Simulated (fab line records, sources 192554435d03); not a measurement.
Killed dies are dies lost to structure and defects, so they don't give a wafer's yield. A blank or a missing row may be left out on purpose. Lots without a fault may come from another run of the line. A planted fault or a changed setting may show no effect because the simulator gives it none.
Split-lot experiment | flow n5_finfet | 7 lots, 21 wafers read, on a route of 1938 steps

THE SPLIT
At N5_PASSIVATION_PECVD_00 (deposits SiO2 from SiH4/N2O, target thk 200 nm, time 11.2 s), the setting time_s was moved away from the recipe's 11.2 s on 10 of the 21 wafers read, by -14.7% to -9.4%. The other wafers ran this setting at the recipe's value.

The reading is taken at the split's own step.

THE READING
SiO2_of_PASSIVATION_PECVD_00.thk_nm (the simulator's own value, which no gauge read), in nm, at N5_PASSIVATION_PECVD_00 (deposits SiO2 from SiH4/N2O, target thk 200 nm, time 11.2 s). The file gives no usual value for it. The 11 wafers here that ran the recipe average 200.3 nm, standard deviation 3.2 nm.

wafer  | tool, chamber at the split | time_s as run, s | against the recipe | SiO2_of_PASSIVATION_PECVD_00.thk_nm, nm | against lot-mates on the recipe
L074.2 | pecvd-01, 0                | 11.2             | recipe             | 202.4                                   | -
L074.4 | pecvd-01, 2                | 11.2             | recipe             | 205.6                                   | -
L074.5 | pecvd-01, 1                | 10.15            | -9.4%              | 183                                     | -21.0
L075.3 | pecvd-01, 1                | 10.08            | -10.0%             | 174.2                                   | -28.0
L075.4 | pecvd-01, 0                | 11.2             | recipe             | 202.2                                   | -
L075.5 | pecvd-01, 2                | 10.08            | -10.0%             | 186.4                                   | -15.8
L080.2 | pecvd-01, 1                | 9.742            | -13.0%             | 167.8                                   | -36.2
L080.3 | pecvd-01, 2                | 11.2             | recipe             | 204                                     | -
L080.4 | pecvd-01, 1                | 9.742            | -13.0%             | 168.4                                   | -35.6
L084.1 | pecvd-02, 0                | 11.2             | recipe             | 195.2                                   | -
L084.3 | pecvd-02, 1                | 11.2             | recipe             | 195.8                                   | -
L084.5 | pecvd-02, 1                | 11.2             | recipe             | 200.4                                   | -
L086.2 | pecvd-01, 2                | 9.874            | -11.8%             | 174.2                                   | -22.0
L086.4 | pecvd-01, 0                | 9.874            | -11.8%             | 176.2                                   | -20.0
L086.6 | pecvd-01, 1                | 11.2             | recipe             | 196.2                                   | -
L091.1 | pecvd-03, 1                | 11.2             | recipe             | 200.6                                   | -
L091.4 | pecvd-03, 1                | 9.998            | -10.7%             | 180.8                                   | -19.5
L091.6 | pecvd-03, 0                | 11.2             | recipe             | 200                                     | -
L097.3 | pecvd-01, 2                | 11.2             | recipe             | 200.4                                   | -
L097.4 | pecvd-01, 2                | 9.549            | -14.7%             | 175.4                                   | -25.0
L097.6 | pecvd-01, 1                | 9.549            | -14.7%             | 165.6                                   | -34.8

THE FIT
A straight line over all 21 wafers: SiO2_of_PASSIVATION_PECVD_00.thk_nm changes by +2.12 nm for each +1% of time_s; r = +0.96; the points scatter about the line by 4 nm.
The same after taking each lot's own level away (the mean of its wafers on the recipe; 21 wafers): +2.17 nm for each +1%; r = +0.96; scatter 4.2 nm.
On that fit, the largest move of time_s shifts the reading by 32 nm.
The lots' own levels span 196.20 to 204.00 nm, that is 2.4 times the standard deviation above.
So the lot-to-lot level changes the slope little: the two slopes agree.
Check: with one of the wafers moved furthest among these (-14.7%) left out of the fit, the line predicts -33.2 nm for it against its lot-mates. It came out at -25 nm against them.

OTHER SPLITS ON THESE WAFERS
These wafers also went through other splits before the reading. Each is held against what the fit with the lots' levels taken away leaves over:
other split on the same wafers | wafers away from the commonest value | r with SiO2_of_PASSIVATION_PECVD_00.thk_nm (lot level and that fit taken away)
N5_BEOL_M13_ILD_DEP_00 time_s  | 8                                    | +0.01
N5_BEOL_M13_SPUTTER_43 time_s  | 9                                    | -0.10
N5_BEOL_M13_SPUTTER_44 power_w | 6                                    | +0.27
N5_BEOL_M14_DEP_53 time_s      | 12                                   | +0.06
N5_BEOL_M15_COAT_04 spin_rpm   | 10                                   | +0.38

THE FILE'S OWN FIT
SiO2_of_PASSIVATION_PECVD_00.thk_nm changes by +2.15 nm for each +1% of time_s, r = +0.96.
